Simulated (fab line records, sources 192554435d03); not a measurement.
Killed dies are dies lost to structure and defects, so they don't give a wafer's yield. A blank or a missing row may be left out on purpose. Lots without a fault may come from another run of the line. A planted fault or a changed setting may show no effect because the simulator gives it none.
Split-lot experiment | flow n5_finfet | 7 lots, 39 wafers read, on a route of 1938 steps

THE SPLIT
At N5_FIN_SAQP_HM_DEP_72 (deposits SiO2 from SiH4/N2O, target thk 12 nm, time 7.2 s), the setting target_thk_a was moved away from the recipe's 120 angstrom on 18 of the 39 wafers read, by -49.7% to +45.3%. The other wafers ran this setting at the recipe's value.

FROM THE SPLIT TO THE READING: what the file shows between them, 4 steps
- N5_FIN_SAQP_COAT_49: time 60 s, resist thk 100 nm
- N5_FIN_SAQP_COAT_50: time 60 s, resist thk 35 nm
- N5_FIN_SAQP_ETCH_52: etches SOC in N2/H2, target depth 100 nm, overetch 20 nm, time 150 s
- N5_FIN_SAQP_STRIP_53: strips in N2/H2

THE READING
etch.depth_nm (the simulator's own value, which no gauge read), in nm, at N5_FIN_SAQP_HM_OPEN_73 (chemistry CHF3/O2, target SiO2, stops on a-Si, target depth 12 nm, time 16.8 s). The file gives no usual value for it. The 21 wafers here that ran the recipe average 12.002 nm, standard deviation 0.22 nm.

wafer  | tool, chamber at the split | target_thk_a as run, angstrom | against the recipe | etch.depth_nm, nm | against lot-mates on the recipe
L076.1 | pecvd-01, 0                | 74.21                         | -38.2%             | 7.227             | -4.670
L076.2 | pecvd-01, 1                | 120                           | recipe             | 12.02             | -
L076.3 | pecvd-01, 1                | 74.21                         | -38.2%             | 7.493             | -4.404
L076.4 | pecvd-01, 0                | 120                           | recipe             | 11.9              | -
L076.5 | pecvd-01, 1                | 74.21                         | -38.2%             | 7.677             | -4.220
L076.6 | pecvd-01, 0                | 120                           | recipe             | 11.77             | -
L077.1 | pecvd-04, 1                | 174.4                         | +45.3%             | 17.42             | +5.310
L077.2 | pecvd-04, 2                | 174.4                         | +45.3%             | 17.62             | +5.510
L077.3 | pecvd-04, 0                | 120                           | recipe             | 11.78             | -
L077.4 | pecvd-04, 0                | 120                           | recipe             | 11.97             | -
L077.5 | pecvd-04, 1                | 174.4                         | +45.3%             | 17.45             | +5.340
L077.6 | pecvd-04, 2                | 120                           | recipe             | 12.58             | -
L082.1 | pecvd-04, 2                | 162.1                         | +35.1%             | 16.33             | +4.203
L082.2 | pecvd-04, 0                | 162.1                         | +35.1%             | 16.08             | +3.953
L082.3 | pecvd-04, 1                | 162.1                         | +35.1%             | 15.96             | +3.833
L082.4 | pecvd-04, 0                | 120                           | recipe             | 12.09             | -
L082.5 | pecvd-04, 2                | 120                           | recipe             | 12.35             | -
L082.6 | pecvd-04, 1                | 120                           | recipe             | 11.94             | -
L083.1 | pecvd-01, 2                | 120                           | recipe             | 11.63             | -
L083.2 | pecvd-01, 1                | 120                           | recipe             | 12.03             | -
L083.5 | pecvd-01, 1                | 120                           | recipe             | 12.17             | -
L085.1 | pecvd-01, 2                | 153.9                         | +28.2%             | 14.95             | +3.067
L085.2 | pecvd-01, 0                | 153.9                         | +28.2%             | 15.25             | +3.367
L085.3 | pecvd-01, 0                | 120                           | recipe             | 11.98             | -
L085.4 | pecvd-01, 2                | 120                           | recipe             | 11.65             | -
L085.5 | pecvd-01, 2                | 153.9                         | +28.2%             | 15.14             | +3.257
L085.6 | pecvd-01, 0                | 120                           | recipe             | 12.02             | -
L087.1 | pecvd-04, 2                | 120                           | recipe             | 12.07             | -
L087.2 | pecvd-04, 1                | 120                           | recipe             | 11.82             | -
L087.3 | pecvd-04, 0                | 60.41                         | -49.7%             | 5.692             | -6.371
L087.4 | pecvd-04, 0                | 60.41                         | -49.7%             | 5.92              | -6.143
L087.5 | pecvd-04, 1                | 60.41                         | -49.7%             | 6.007             | -6.056
L087.6 | pecvd-04, 2                | 120                           | recipe             | 12.3              | -
L088.1 | pecvd-03, 1                | 97.27                         | -18.9%             | 9.243             | -2.747
L088.2 | pecvd-03, 2                | 120                           | recipe             | 11.82             | -
L088.3 | pecvd-03, 0                | 97.27                         | -18.9%             | 9.74              | -2.250
L088.4 | pecvd-03, 2                | 120                           | recipe             | 12.01             | -
L088.5 | pecvd-03, 1                | 97.27                         | -18.9%             | 9.314             | -2.676
L088.6 | pecvd-03, 0                | 120                           | recipe             | 12.14             | -

THE FIT
A straight line over all 39 wafers: etch.depth_nm changes by +0.12 nm for each +1% of target_thk_a; r = +1.00; the points scatter about the line by 0.23 nm.
The same after taking each lot's own level away (the mean of its wafers on the recipe; 39 wafers): +0.12 nm for each +1%; r = +1.00; scatter 0.22 nm.
On that fit, the largest move of target_thk_a shifts the reading by 5.9 nm.
The lots' own levels span 11.8833 to 12.1267 nm, that is 1.1 times the standard deviation above.
So the lot-to-lot level changes the slope little: the two slopes agree.
Check: with one of the wafers moved furthest among these (-49.7%) left out of the fit, the line predicts -5.95 nm for it against its lot-mates. It came out at -6.37 nm against them.

THE WHOLE CHAIN: every reading that the file lists as answering this split, in the file's order
step                   | what it does                                                                   | reading                                                                            | change (the file's fit)              | r (the file's)
N5_FIN_SAQP_HM_DEP_72  | deposits SiO2 from SiH4/N2O, target thk 12 nm, time 7.2 s                      | SiO2_of_FIN_SAQP_HM_DEP_72.thk_nm (the simulator's own value, which no gauge read) | +0.12 nm for each +1% of the setting | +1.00
N5_FIN_SAQP_HM_OPEN_73 | chemistry CHF3/O2, target SiO2, stops on a-Si, target depth 12 nm, time 16.8 s | etch.depth_nm (the simulator's own value, which no gauge read)                     | +0.12 nm for each +1% of the setting | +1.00

THE FILE'S OWN FIT
etch.depth_nm changes by +0.12 nm for each +1% of target_thk_a, r = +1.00.
